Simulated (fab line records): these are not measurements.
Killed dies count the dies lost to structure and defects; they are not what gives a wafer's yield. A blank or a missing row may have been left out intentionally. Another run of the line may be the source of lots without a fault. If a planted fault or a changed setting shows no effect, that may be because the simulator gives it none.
fab line records | flow n5_finfet
[record] lots = 10 | wafers = 25 | last_day = 18
route steps=1938 shown SD_EPI_N@273 SD_EPI_P@300 BEOL_M4@1111 PASSIVATION@1936
lots that met no fault: taken from a fault-free run of the same line
start_h: hours from the record's first day to the start of the lot's first wafer shown | wait_h: hours elapsed since this lot's preceding step | " repeats the value in the row above | L1.1+2: one row covering several wafers at once | - value missing, or start not given | * or withheld: withheld | < > ~ a bound
route shown NAME@n: a module of which the file shows steps, and the number in the route of the first | usual: average and standard deviation across the fault-free wafers | same: alike in all rows | chamber/n: place in a boat | sites: per-site readings | _std_site: the values' standard deviation | _edge_site: inner sites' mean taken away from outer sites' mean | radius_mm: for every site, how far away it sits from the centre of the wafer | mask NAME#n: copy n | behind: the last tool/chamber to shape the wafer | hold: why the lot went on hold/how many hours it stayed there/how the hold came to an end | device: transistor that didn't switch, given as n, p or np | end of line: at the end of the route, the tests of the same wafers | a step with no rows: only its recipe | killed: at the first sort, the dies lost to defects and structure; wafer yield is something else | map: per-die view of a wafer (x killed, . not killed, _ where there is no die)
set.NAME: the run value of the setting; set.NAME@STEP: its run value at that earlier step | model.NAME: the simulator's own value behind a step, which no gauge read
the route's steps for a sample of lots (tables are steps, rows are wafers)
services: when a tool's chamber went out of use (start_h, in hours from the record's first day, below 0 if earlier), for how many hours, and the reason
[[steps]]
[step N5_SD_EPI_N_DESCUM_14]
[recipe] chemistry = O2 | time_s = 7.9 | source_power_w = 50 | bias_power_w = 20 | pressure_mtorr = 20 | rf_frequency_hz = 2.712e+07 | temp_c = 40 | resist = CAR-ArF-block | o2_flow_sccm = 225
[usual] drypump_motor_current_A = 5.5/0.43 | oes_product_au = 0.78/0.1 | rf_vpp_V = 243.5/1.3 | showerhead_plenum_p_Torr = 2.11/0.069 | throttle_valve_pct = 20.37/0.28
[same] time_s = 7.9
lot.wafer | tool        | chamber | start_h | wait_h | drypump_motor_current_A | oes_product_au | rf_hours_counter_h | rf_vpp_V | showerhead_plenum_p_Torr | throttle_valve_pct
L964.1    | rie_diel-02 | 0       | 49.28   | 0.0    | 6.2                     | 0.70           | 226                | 242.5    | 2.03                     | 20.74
L964.2    | "           | 2       | "       | "      | 6.1                     | 0.66           | 234                | 244.1    | 2.07                     | 20.29
L964.5    | "           | 2       | "       | "      | 6.1                     | 0.66           | -                  | 244.7    | 2.07                     | 20.27
L969.2    | rie_diel-04 | 3       | 79.56   | 0.0    | 5.6                     | 0.71           | 208                | 244.9    | 2.17                     | 20.58
L969.3    | "           | 1       | "       | "      | 5.2                     | 0.69           | 241                | 242.0    | 1.99                     | 20.68
L969.4    | "           | 2       | "       | "      | 5.0                     | 0.90           | 19                 | 244.6    | 2.14                     | 20.07
L971.1    | rie_diel-02 | 2       | 90.57   | 0.0    | 6.2                     | 0.66           | 249                | 242.5    | 2.06                     | 20.29
L971.6    | "           | 3       | "       | "      | 6.1                     | 0.75           | -                  | 242.3    | 2.08                     | 20.47
L976.3    | rie_diel-04 | 1       | 124.47  | 0.0    | 5.2                     | 0.96           | 3                  | 246.2    | 2.25                     | 20.15
L976.4    | "           | 3       | "       | "      | 5.6                     | 0.70           | 227                | 244.2    | 2.16                     | 20.64
L976.5    | "           | 1       | "       | "      | 5.2                     | 0.96           | -                  | 243.8    | 2.25                     | 20.15
L979.2    | rie_diel-04 | 2       | 139.45  | 0.0    | 5.0                     | 0.87           | 38                 | 243.4    | 2.14                     | 20.11
L979.5    | "           | 1       | "       | "      | 5.2                     | 0.93           | -                  | 245.6    | 2.24                     | 20.17
L979.6    | "           | 0       | "       | "      | 5.9                     | 0.67           | -                  | 241.7    | 2.05                     | 20.63
L981.3    | rie_diel-01 | 0       | 151.15  | 0.3    | 5.6                     | 0.73           | 165                | 244.1    | 2.17                     | 20.23
L981.6    | "           | 3       | "       | "      | 4.8                     | 0.78           | -                  | 243.9    | 2.08                     | 19.75
L982.1    | rie_diel-04 | 1       | 156.76  | 0.0    | 5.2                     | 0.92           | 13                 | 245.5    | 2.24                     | 20.18
L982.5    | "           | 1       | "       | "      | 5.1                     | 0.93           | -                  | 245.8    | 2.24                     | 20.18
L985.4    | rie_diel-04 | 3       | 175.81  | 0.1    | 5.6                     | 0.68           | -                  | 244.7    | 2.15                     | 20.67
L985.5    | "           | 3       | "       | "      | 5.6                     | 0.68           | -                  | 242.4    | 2.15                     | 20.67
L986.1    | rie_diel-04 | 2       | 182.71  | 0.0    | 4.9                     | 0.85           | 54                 | 243.9    | 2.13                     | 20.14
L986.3    | "           | 1       | "       | "      | 5.2                     | 0.90           | 20                 | 246.5    | 2.24                     | 20.17
L987.2    | rie_diel-04 | 1       | 186.37  | 0.0    | 5.2                     | 0.89           | 23                 | 243.9    | 2.24                     | 20.19
L987.4    | "           | 2       | "       | "      | 4.9                     | 0.83           | -                  | 245.0    | 2.13                     | 20.13
L987.5    | "           | 0       | "       | "      | 5.9                     | 0.96           | -                  | 242.8    | 2.05                     | 20.38
[step N5_SD_EPI_N_INSPECT_26]
[recipe] inspect_instrument = darkfield | mode = post_epi
[usual] raw_defect_count = 217/44
lot.wafer | tool              | chamber | start_h | wait_h | raw_defect_count
L964.1    | defect_inspect-01 | -       | 53.23   | 0.1    | 283
L964.2    | "                 | -       | "       | "      | 211
L964.5    | "                 | -       | "       | "      | 219
L969.2    | defect_inspect-01 | -       | 83.51   | 0.1    | 138
L969.3    | "                 | -       | "       | "      | 142
L969.4    | "                 | -       | "       | "      | 219
L971.1    | defect_inspect-02 | -       | 95.70   | 0.1    | 187
L971.6    | "                 | -       | "       | "      | 156
L976.3    | defect_inspect-01 | -       | 129.17  | 0.1    | 248
L976.4    | "                 | -       | "       | "      | 268
L976.5    | "                 | -       | "       | "      | 174
L979.2    | defect_inspect-02 | -       | 143.45  | 0.1    | 167
L979.5    | "                 | -       | "       | "      | 135
L979.6    | "                 | -       | "       | "      | 164
L981.3    | defect_inspect-01 | -       | 155.13  | 0.1    | 178
L981.6    | "                 | -       | "       | "      | 257
L982.1    | defect_inspect-01 | -       | 161.85  | 0.1    | 187
L982.5    | "                 | -       | "       | "      | 177
L985.4    | defect_inspect-02 | -       | 180.30  | 0.1    | 181
L985.5    | "                 | -       | "       | "      | 190
L986.1    | defect_inspect-01 | -       | 187.11  | 0.1    | 184
L986.3    | "                 | -       | "       | "      | 222
L987.2    | defect_inspect-01 | -       | 190.32  | 0.1    | 204
L987.4    | "                 | -       | "       | "      | 204
L987.5    | "                 | -       | "       | "      | 251
[step N5_SD_EPI_P_EXPOSE_06]
[recipe] mask_id = SD_P_BLK | na = 1.35 | source_shape = conventional | sigma_outer = 0.8 | polarization = unpolarized | target_cd_nm = 240 | dose_mj = 39.5
[usual] exposure_dose_mJ_cm2 = 39.47/0.045 | focus_offset_nm = 0.1/0.54
lot.wafer | tool            | chamber | start_h | wait_h | mask       | exposure_dose_mJ_cm2 | focus_offset_nm
L964.1    | arfi_scanner-03 | 0       | 53.38   | -      | SD_P_BLK#0 | 39.51                | 0.7
L964.2    | "               | 0       | "       | "      | SD_P_BLK#0 | 39.51                | 0.3
L964.5    | "               | 0       | "       | "      | SD_P_BLK#0 | 39.45                | -0.2
L969.2    | arfi_scanner-03 | 0       | 83.66   | -      | SD_P_BLK#0 | 39.52                | -0.3
L969.3    | "               | 0       | "       | "      | SD_P_BLK#0 | 39.49                | 0.3
L969.4    | "               | 0       | "       | "      | SD_P_BLK#0 | 39.49                | -0.3
L971.1    | arfi_scanner-03 | 0       | 95.98   | -      | SD_P_BLK#0 | 39.49                | 0.4
L971.6    | "               | 0       | "       | "      | SD_P_BLK#0 | 39.55                | 0.9
L976.3    | arfi_scanner-03 | 0       | 129.45  | -      | SD_P_BLK#0 | 36.72                | -0.3
L976.4    | "               | 0       | "       | "      | SD_P_BLK#0 | 36.77                | 0.3
L976.5    | "               | 0       | "       | "      | SD_P_BLK#0 | 36.72                | -0.4
L979.2    | arfi_scanner-03 | 0       | 143.73  | -      | SD_P_BLK#0 | 37.22                | 0.8
L979.5    | "               | 0       | "       | "      | SD_P_BLK#0 | 37.26                | -0.6
L979.6    | "               | 0       | "       | "      | SD_P_BLK#0 | 37.26                | -0.4
L981.3    | arfi_scanner-01 | 0       | 155.42  | -      | SD_P_BLK#0 | 39.44                | -0.4
L981.6    | "               | 0       | "       | "      | SD_P_BLK#0 | 39.42                | -0.6
L982.1    | arfi_scanner-02 | 0       | 162.12  | -      | SD_P_BLK#0 | 39.45                | 0.3
L982.5    | "               | 0       | "       | "      | SD_P_BLK#0 | 39.50                | -0.1
L985.4    | arfi_scanner-01 | 0       | 180.59  | -      | SD_P_BLK#0 | 39.51                | -0.1
L985.5    | "               | 0       | "       | "      | SD_P_BLK#0 | 39.41                | -1.2
L986.1    | arfi_scanner-02 | 0       | 187.39  | -      | SD_P_BLK#0 | 39.42                | -1.7
L986.3    | "               | 0       | "       | "      | SD_P_BLK#0 | 39.46                | -0.3
L987.2    | arfi_scanner-02 | 0       | 190.48  | -      | SD_P_BLK#0 | 39.50                | 0.2
L987.4    | "               | 0       | "       | "      | SD_P_BLK#0 | 39.48                | 0.1
L987.5    | "               | 0       | "       | "      | SD_P_BLK#0 | 39.48                | 0.1
[step N5_SD_EPI_P_CD_MEAS_09]
[recipe] target_cd_nm = 240 | landing_energy_ev = 500 | detector = se_inlens
[usual] cd_nm = 240.1/0.99
lot.wafer | tool      | chamber | start_h | wait_h | cd_nm
L964.1    | cd_sem-02 | 0       | 53.50   | -      | 240.0
L964.2    | "         | 0       | "       | "      | 238.8
L964.5    | "         | 0       | "       | "      | 240.0
L969.2    | cd_sem-02 | 0       | 83.78   | -      | 241.9
L969.3    | "         | 0       | "       | "      | 240.5
L969.4    | "         | 0       | "       | "      | 241.0
L971.1    | cd_sem-03 | 0       | 96.10   | -      | 242.1
L971.6    | "         | 0       | "       | "      | 239.6
L976.3    | cd_sem-02 | 0       | 129.57  | -      | 234.7
L976.4    | "         | 0       | "       | "      | 234.5
L976.5    | "         | 0       | "       | "      | 234.7
L979.2    | cd_sem-02 | 0       | 143.85  | -      | 235.8
L979.5    | "         | 0       | "       | "      | 236.1
L979.6    | "         | 0       | "       | "      | 235.6
L981.3    | cd_sem-01 | 0       | 155.53  | -      | 240.2
L981.6    | "         | 0       | "       | "      | 239.9
L982.1    | cd_sem-02 | 0       | 162.25  | -      | 240.7
L982.5    | "         | 0       | "       | "      | 242.2
L985.4    | cd_sem-01 | 0       | 180.70  | -      | 241.2
L985.5    | "         | 0       | "       | "      | 240.8
L986.1    | cd_sem-02 | 0       | 187.51  | -      | 239.5
L986.3    | "         | 0       | "       | "      | 240.1
L987.2    | cd_sem-02 | 0       | 190.60  | -      | 239.7
L987.4    | "         | 0       | "       | "      | 239.2
L987.5    | "         | 0       | "       | "      | 239.6
[step N5_SD_EPI_P_INSPECT_11]
[recipe] mode = adi | inspect_instrument = macro
[usual] raw_defect_count = 2.0/1.4
lot.wafer | tool              | chamber | start_h | wait_h | raw_defect_count
L964.1    | defect_inspect-01 | -       | 53.55   | 0.0    | 2
L964.2    | "                 | -       | "       | "      | 0
L964.5    | "                 | -       | "       | "      | 4
L969.2    | defect_inspect-02 | -       | 83.84   | 0.0    | 1
L969.3    | "                 | -       | "       | "      | 1
L969.4    | "                 | -       | "       | "      | 2
L971.1    | defect_inspect-01 | -       | 96.16   | 0.0    | 1
L971.6    | "                 | -       | "       | "      | 0
L976.3    | defect_inspect-01 | -       | 129.62  | 0.0    | 2
L976.4    | "                 | -       | "       | "      | 3
L976.5    | "                 | -       | "       | "      | 0
L979.2    | defect_inspect-02 | -       | 143.91  | 0.0    | 0
L979.5    | "                 | -       | "       | "      | 0
L979.6    | "                 | -       | "       | "      | 1
L981.3    | defect_inspect-02 | -       | 155.59  | 0.0    | 1
L981.6    | "                 | -       | "       | "      | 3
L982.1    | defect_inspect-01 | -       | 162.30  | 0.0    | 1
L982.5    | "                 | -       | "       | "      | 2
L985.4    | defect_inspect-02 | -       | 180.76  | 0.0    | 1
L985.5    | "                 | -       | "       | "      | 1
L986.1    | defect_inspect-02 | -       | 187.57  | 0.0    | 3
L986.3    | "                 | -       | "       | "      | 4
L987.2    | defect_inspect-01 | -       | 190.65  | 0.0    | 2
L987.4    | "                 | -       | "       | "      | 1
L987.5    | "                 | -       | "       | "      | 3
[step N5_BEOL_M4_RC_MEAS_101]
[usual] DIBL_N = 36.2/2.2 | DIBL_P = 36.5/3 | IOFF_N = 0.16/0.039 | IOFF_P = 0.22/0.047 | ION_N = 675/15 | ION_P = 463/10 | SS_N = 71.6/0.71 | SS_P = 73.4/0.94 | VT_N = 250/3.6 | VT_P = -250/3.9
lot.wafer | tool      | chamber | start_h | wait_h | DIBL_N[mV/V] | DIBL_P[mV/V] | IOFF_N[nA/um] | IOFF_P[nA/um] | ION_N[uA/um] | ION_P[uA/um] | SS_N[mV/dec] | SS_P[mV/dec] | VT_N[mV] | VT_P[mV]
L964.1    | prober-01 | 0       | 161.40  | 0.0    | 32.5         | 32.4         | 0.11          | 0.16          | 650          | 452          | 70.7         | 72.4         | 252      | -253
L964.2    | "         | 0       | "       | "      | 36.8         | 37.7         | 0.20          | 0.25          | 690          | 468          | 71.8         | 74.1         | 241      | -249
L964.5    | "         | 0       | "       | "      | 35.2         | 36.3         | 0.17          | 0.22          | 677          | 463          | 71.6         | 72.6         | 247      | -248
L969.2    | prober-01 | 0       | 189.36  | 0.2    | 38.5         | 39.0         | 0.20          | 0.28          | 687          | 476          | 72.4         | 73.7         | 247      | -245
L969.3    | "         | 0       | "       | "      | 35.3         | 35.3         | 0.14          | 0.23          | 662          | 462          | 70.6         | 73.4         | 249      | -245
L969.4    | "         | 0       | "       | "      | 37.7         | 37.4         | 0.18          | 0.25          | 690          | 473          | 71.3         | 72.9         | 246      | -245
L971.1    | prober-01 | 0       | 214.21  | 0.0    | 39.0         | 40.5         | 0.18          | 0.25          | 696          | 479          | 71.5         | 73.8         | 250      | -249
L971.6    | "         | 0       | "       | "      | 38.5         | 40.0         | 0.18          | 0.24          | 694          | 477          | 71.4         | 74.2         | 250      | -247
L976.3    | prober-02 | 0       | 248.58  | 0.3    | 37.4         | 38.3         | 0.19          | 0.28          | 672          | 466          | 72.0         | 74.1         | 249      | -246
L976.4    | "         | 0       | "       | "      | 36.6         | 35.0         | 0.16          | 0.21          | 664          | 459          | 71.3         | 73.4         | 251      | -250
L976.5    | "         | 0       | "       | "      | 35.1         | 35.2         | 0.15          | 0.21          | 671          | 469          | 71.8         | 73.5         | 251      | -249
L979.2    | prober-01 | 0       | 274.26  | 0.2    | 34.4         | 33.3         | 0.11          | 0.17          | 665          | 459          | 70.5         | 73.3         | 254      | -253
L979.5    | "         | 0       | "       | "      | 39.0         | 38.4         | 0.19          | 0.25          | 692          | 470          | 71.7         | 74.8         | 248      | -249
L979.6    | "         | 0       | "       | "      | 35.0         | 32.6         | 0.12          | 0.15          | 679          | 459          | 71.1         | 72.2         | 251      | -252
L981.3    | prober-02 | 0       | 280.46  | 0.3    | 36.8         | 36.2         | 0.18          | 0.21          | 690          | 460          | 72.1         | 73.8         | 246      | -250
L981.6    | "         | 0       | "       | "      | 38.3         | 38.6         | 0.21          | 0.24          | 686          | 462          | 71.9         | 74.4         | 244      | -248
L982.1    | prober-02 | 0       | 285.12  | 0.1    | 35.0         | 32.9         | 0.14          | 0.19          | 659          | 457          | 71.0         | 71.6         | 251      | -249
L982.5    | "         | 0       | "       | "      | 40.5         | 40.7         | 0.26          | 0.32          | 702          | 479          | 73.5         | 74.1         | 244      | -242
L985.4    | prober-01 | 0       | 289.51  | 0.5    | 37.0         | 38.9         | 0.16          | 0.22          | 673          | 455          | 71.2         | 73.2         | 251      | -252
L985.5    | "         | 0       | "       | "      | 37.9         | 40.3         | 0.17          | 0.23          | 672          | 460          | 72.0         | 73.9         | 251      | -250
L986.1    | prober-02 | 0       | 317.23  | 0.0    | 42.3         | 42.9         | 0.26          | 0.34          | 684          | 467          | 72.5         | 76.7         | 247      | -246
L986.3    | "         | 0       | "       | "      | 34.6         | 33.3         | 0.12          | 0.16          | 661          | 457          | 70.7         | 73.3         | 254      | -255
L987.2    | prober-01 | 0       | 321.09  | 0.2    | 34.2         | 36.4         | 0.15          | 0.21          | 678          | 460          | 71.5         | 74.1         | 248      | -249
L987.4    | "         | 0       | "       | "      | 36.0         | 37.1         | 0.18          | 0.22          | 682          | 462          | 71.9         | 73.2         | 246      | -250
L987.5    | "         | 0       | "       | "      | 32.6         | 33.2         | 0.12          | 0.17          | 665          | 457          | 71.3         | 72.6         | 251      | -254
[step N5_PASSIVATION_PROBE_49]
[usual] defect_limited_yield = 91.5/1.5 | killed_at_M0_to_M3 = 32/10 | killed_at_M4_up = 13/4.9 | killed_at_contacts = 13/6.1 | killed_at_front_end = 38/11 | killed_at_other = 3/3.2 | killed_dies = 101/18 | killed_open = 66/13 | killed_short = 32/8.3 | sort_bin_4_leakage = 0.00/0.018 | sort_bin_5_function = 5.0/1 | sort_bin_6_memory = 3.2/0.74 | sort_n_pass = 1078/22 | sort_yield_pct = 91.3/1.9
[same] gross_dies = 1180 | killed_at_back_side = 0 | sort_bin_8_speed[%] = 0
lot.wafer | tool      | chamber | start_h | wait_h | defect_limited_yield[%] | killed_at_M0_to_M3 | killed_at_M4_up | killed_at_contacts | killed_at_front_end | killed_at_other | killed_dies | killed_open | killed_short | sort_bin_4_leakage[%] | sort_bin_5_function[%] | sort_bin_6_memory[%] | sort_n_pass | sort_yield_pct[%]
L964.1    | prober-02 | -       | 269.13  | 0.0    | 89.9                    | 36                 | 12              | 29                 | 37                  | 5               | 119         | 73          | 42           | 0                     | 6.3                    | 3.5                  | 1061        | 89.9
L964.2    | prober-02 | -       | 269.18  | 0.1    | 88.3                    | 63                 | 12              | 18                 | 44                  | 1               | 138         | 93          | 41           | 0                     | 6.1                    | 5.0                  | 1042        | 88.3
L964.5    | prober-02 | -       | 269.33  | 0.2    | 89.8                    | 38                 | 7               | 22                 | 48                  | 5               | 120         | 78          | 39           | 0                     | 5.3                    | 4.2                  | 1060        | 89.8
L969.2    | prober-02 | -       | 299.39  | 0.1    | 91.2                    | 27                 | 18              | 15                 | 36                  | 8               | 104         | 65          | 36           | 0                     | 5.5                    | 2.9                  | 1076        | 91.2
L969.3    | prober-02 | -       | 299.44  | 0.1    | 87.5                    | 29                 | 14              | 36                 | 60                  | 8               | 147         | 81          | 58           | 0                     | 6.2                    | 5.5                  | 1033        | 87.5
L969.4    | prober-02 | -       | 299.49  | 0.2    | 91.4                    | 24                 | 18              | 13                 | 41                  | 6               | 102         | 74          | 22           | 0                     | 4.7                    | 3.7                  | 1078        | 91.4
L976.3    | prober-02 | -       | 352.82  | 0.1    | 89.5                    | 30                 | 13              | 26                 | 49                  | 6               | 124         | 72          | 32           | 0                     | 5.3                    | 3.4                  | 1056        | 89.5
L976.4    | prober-02 | -       | 352.87  | 0.2    | 90.8                    | 26                 | 21              | 20                 | 38                  | 3               | 108         | 73          | 34           | 0                     | 5.1                    | 3.7                  | 1072        | 90.8
L976.5    | prober-02 | -       | 352.92  | 0.2    | 88.2                    | 40                 | 9               | 14                 | 70                  | 6               | 139         | 90          | 32           | 0                     | 6.6                    | 3.9                  | 1041        | 88.2
L979.2    | prober-01 | -       | 386.45  | 0.1    | 90.1                    | 28                 | 10              | 17                 | 60                  | 2               | 117         | 69          | 37           | 0                     | 5.6                    | 3.3                  | 1063        | 90.1
L979.5    | prober-01 | -       | 386.60  | 0.2    | 92.4                    | 25                 | 18              | 5                  | 39                  | 3               | 90          | 49          | 38           | 0                     | 4.0                    | 3.2                  | 1090        | 92.4
L979.6    | prober-01 | -       | 386.65  | 0.3    | 92.5                    | 29                 | 12              | 7                  | 38                  | 2               | 88          | 47          | 23           | 0                     | 3.4                    | 2.3                  | 1092        | 92.5
L981.3    | prober-02 | -       | 386.81  | 0.1    | 91.6                    | 15                 | 12              | 12                 | 58                  | 2               | 99          | 56          | 42           | 0                     | 4.4                    | 3.6                  | 1081        | 91.6
L981.6    | prober-02 | -       | 386.96  | 0.3    | 94.9                    | 14                 | 13              | 10                 | 23                  | 0               | 60          | 39          | 20           | 0                     | 3.4                    | 1.4                  | 1120        | 94.9
L982.1    | prober-02 | -       | 392.76  | 0.5    | 90.6                    | 35                 | 8               | 23                 | 33                  | 12              | 111         | 70          | 41           | 0                     | 6.1                    | 3.1                  | 1069        | 90.6
L982.5    | prober-02 | -       | 392.96  | 0.7    | 93.1                    | 21                 | 6               | 11                 | 34                  | 9               | 81          | 57          | 24           | 0.08                  | 4.4                    | 2.5                  | 1098        | 93.1
// killed by level:class
L964.1 MOL_CONTACT_COAG:geometric_particle:open=22 BEOL_M0_SAQP:geometric_particle:open=13 BEOL_M0_SAQP:geometric_particle:short=10 DUMMY_GATE:geometric_particle:open=7 MOL_CONTACT_COAG:geometric_particle:short=7 FIN_SAQP:geometric_particle:short=6 BEOL_M4:geometric_particle:open=6 ILD0:geometric_particle:open=4
L964.2 MOL_CONTACT_COAG:geometric_particle:open=16 BEOL_M0_SAQP:geometric_particle:short=10 BEOL_M3:geometric_particle:open=10 FIN_SAQP:geometric_particle:short=8 STI_FIN_REVEAL:geometric_particle:open=8 BEOL_M1:geometric_particle:open=8 BEOL_M0_SAQP:geometric_particle:open=8 FIN_SAQP:geometric_particle:open=7
L964.5 MOL_CONTACT_COAG:geometric_particle:open=17 BEOL_M1:geometric_particle:open=11 STI_FIN_REVEAL:geometric_particle:open=10 FIN_SAQP:geometric_particle:open=9 GATE_CUT:geometric_particle:short=7 BEOL_M0_SAQP:geometric_particle:short=7 DUMMY_GATE:geometric_particle:open=5 BEOL_M0_SAQP:geometric_particle:open=5
L969.2 MOL_CONTACT_COAG:geometric_particle:open=12 BEOL_M0_SAQP:geometric_particle:open=11 FIN_SAQP:geometric_particle:short=10 BEOL_M0_SAQP:geometric_particle:short=8 BEOL_M4:geometric_particle:open=8 FIN_SAQP:geometric_particle:open=7 STI_FIN_REVEAL:geometric_particle:open=7 BEOL_M5:geometric_particle:open=5
L969.3 MOL_CONTACT_COAG:geometric_particle:open=27 FIN_SAQP:geometric_particle:short=16 FIN_SAQP:geometric_particle:open=14 MOL_CONTACT_COAG:geometric_particle:short=7 BEOL_M0_SAQP:geometric_particle:short=7 BEOL_M0_SAQP:geometric_particle:open=7 DUMMY_GATE:geometric_particle:open=5 BEOL_M1:geometric_particle:open=5
L969.4 MOL_CONTACT_COAG:geometric_particle:open=12 FIN_SAQP:geometric_particle:open=10 FIN_SAQP:geometric_particle:short=8 DUMMY_GATE:geometric_particle:open=7 BEOL_M2:geometric_particle:open=7 STI_FIN_REVEAL:geometric_particle:open=6 BEOL_M1:geometric_particle:open=4 BEOL_M4:geometric_particle:open=4
L976.3 HKMG_FIN:area_etch=18 MOL_CONTACT_COAG:geometric_particle:open=17 BEOL_M1:geometric_particle:open=10 MOL_CONTACT_COAG:geometric_particle:short=7 FIN_SAQP:geometric_particle:open=6 BEOL_M4:geometric_particle:open=6 BEOL_M2:geometric_particle:open=5 STI_FIN_REVEAL:geometric_particle:open=4
L976.4 MOL_CONTACT_COAG:geometric_particle:open=17 GATE_CUT:geometric_particle:short=8 BEOL_M3:geometric_particle:open=8 FIN_SAQP:geometric_particle:open=6 BEOL_M4:geometric_particle:open=6 BEOL_M0_SAQP:geometric_particle:open=5 BEOL_M5:geometric_particle:open=4 STI_FIN_REVEAL:geometric_particle:open=4
L976.5 STI_FIN_REVEAL:geometric_particle:open=17 MOL_CONTACT_COAG:geometric_particle:open=13 HKMG_FIN:area_etch=12 BEOL_M2:geometric_particle:open=10 BEOL_M3:geometric_particle:open=9 DUMMY_GATE:geometric_particle:open=7 ILD0:geometric_particle:short=6 BEOL_M1:geometric_particle:open=6
L979.2 FIN_SAQP:geometric_particle:open=15 MOL_CONTACT_COAG:geometric_particle:open=11 FIN_SAQP:geometric_particle:short=10 HKMG_FIN:area_etch=10 BEOL_M3:geometric_particle:open=8 BEOL_M1:geometric_particle:open=7 MOL_CONTACT_COAG:geometric_particle:short=6 BEOL_M4:geometric_particle:open=6
L979.5 FIN_SAQP:geometric_particle:short=10 BEOL_M1:geometric_particle:open=8 DUMMY_GATE:geometric_particle:open=5 BEOL_M4:geometric_particle:open=5 BEOL_M5:geometric_particle:open=5 FIN_SAQP:geometric_particle:open=4 STI_FIN_REVEAL:geometric_particle:short=4 BEOL_M0_SAQP:geometric_particle:open=4
L979.6 HKMG_FIN:area_etch=17 MOL_CONTACT_COAG:geometric_particle:open=6 BEOL_M1:geometric_particle:open=6 BEOL_M0_SAQP:geometric_particle:open=5 BEOL_M0:geometric_particle:short=5 BEOL_M0_SAQP:geometric_particle:short=4 BEOL_M2:geometric_particle:open=4 STARTING-WAFER:geometric_particle:open=4
L981.3 FIN_SAQP:geometric_particle:open=13 FIN_SAQP:geometric_particle:short=10 BEOL_M4:geometric_particle:open=8 MOL_CONTACT_COAG:geometric_particle:open=7 DUMMY_GATE:geometric_particle:short=5 MOL_CONTACT_COAG:geometric_particle:short=5 STI_FIN_REVEAL:geometric_particle:open=4 GATE_CUT:geometric_particle:short=4
L981.6 MOL_CONTACT_COAG:geometric_particle:short=5 MOL_CONTACT_COAG:geometric_particle:open=5 BEOL_M4:geometric_particle:open=5 DUMMY_GATE:geometric_particle:open=4 BEOL_M0_SAQP:geometric_particle:open=4 BEOL_M1:geometric_particle:open=4 STARTING-WAFER:geometric_particle:short=3 STI_FIN_REVEAL:geometric_particle:open=3
L982.1 MOL_CONTACT_COAG:geometric_particle:open=19 BEOL_M1:geometric_particle:open=12 STI_FIN_REVEAL:geometric_particle:open=8 BEOL_M1:geometric_particle:short=8 BEOL_M2:geometric_particle:open=5 MOL_CONTACT_COAG:geometric_particle:short=4 MIM_TOP_ETCH:geometric_particle:open=4 STARTING-WAFER:geometric_particle:short=4
L982.5 MOL_CONTACT_COAG:geometric_particle:open=10 BEOL_M1:geometric_particle:open=7 STI_FIN_REVEAL:geometric_particle:open=6 DUMMY_GATE:geometric_particle:open=6 FIN_SAQP:geometric_particle:short=5 STARTING-WAFER:geometric_particle:open=5 BEOL_M0:geometric_particle:open=4 GATE_CUT:geometric_particle:short=3
[[services]]
tool            | chamber | start_h | hours | kind
arfi_scanner-02 | -       | 49.49   | 1.0   | pm
arfi_scanner-01 | -       | 55.55   | 1.0   | pm
arfi_scanner-03 | -       | 56.73   | 3.9   | pm
arfi_scanner-02 | -       | 60.41   | 0.7   | repair
arfi_scanner-03 | -       | 66.62   | 1.3   | pm
arfi_scanner-02 | -       | 81.00   | 1.3   | pm
rie_diel-04     | 2       | 84.75   | 13.7  | repair
arfi_scanner-03 | -       | 86.42   | 4.9   | pm
arfi_scanner-02 | -       | 97.43   | 0.8   | pm
arfi_scanner-01 | -       | 106.52  | 1.3   | pm
arfi_scanner-03 | -       | 109.70  | 0.2   | repair
arfi_scanner-02 | -       | 116.45  | 0.2   | repair
arfi_scanner-03 | -       | 116.75  | 1.0   | pm
arfi_scanner-01 | -       | 123.30  | 0.5   | repair
arfi_scanner-03 | -       | 125.50  | 0.8   | pm
arfi_scanner-03 | -       | 130.59  | 4.8   | repair
arfi_scanner-03 | -       | 135.71  | 1.5   | repair
arfi_scanner-01 | -       | 135.84  | 0.8   | pm
arfi_scanner-03 | -       | 142.00  | 0.5   | repair
arfi_scanner-02 | -       | 164.03  | 2.6   | repair
arfi_scanner-03 | -       | 169.76  | 1.0   | pm
arfi_scanner-02 | -       | 172.75  | 1.0   | pm
rie_diel-04     | 1       | 173.76  | 7.8   | repair
arfi_scanner-03 | -       | 175.52  | 0.6   | repair
[[key]]
[first_sign] step = N5_SD_EPI_P_EXPOSE_06 | reading = exposure_dose_mJ_cm2 | direction = down | sigmas = 55 | usual = 39.47 | struck = 36.99
[effect] step = N5_SD_EPI_P_CD_MEAS_09 | reading = cd_nm | direction = down | sigmas = 4.9 | usual = 240.1 | struck = 235.3 | through = control_loop
met_at N5_SD_EPI_P_EXPOSE_06
struck_lots L976,L979
[loop_trim] step = N5_SD_EPI_P_EXPOSE_06 | setting = dose | lots = L979
[baseline_loss] step = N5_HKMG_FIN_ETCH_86 | wafers = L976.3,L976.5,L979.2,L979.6
not_acting_at N5_SD_EPI_N_DESCUM_14,N5_SD_EPI_N_INSPECT_26,N5_SD_EPI_P_INSPECT_11
onset_between 95.98 129.45
[fault] kind = process_parameter_drift | tool = arfi_scanner-03 | chamber = - | onset_h = 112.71 | steps = N5_SD_EPI_P_EXPOSE_06 | channel = dose_mj | offset = -2.7944 | shape = step | acts_in = these_recipes_only | stated = 39.5
// loop_trim: a control loop set the setting to another value than it would have without faults
// baseline_loss: these wafers lose ten dies or more at that step, a loss of the line's own and not of a fault; the sort's usual values leave them out
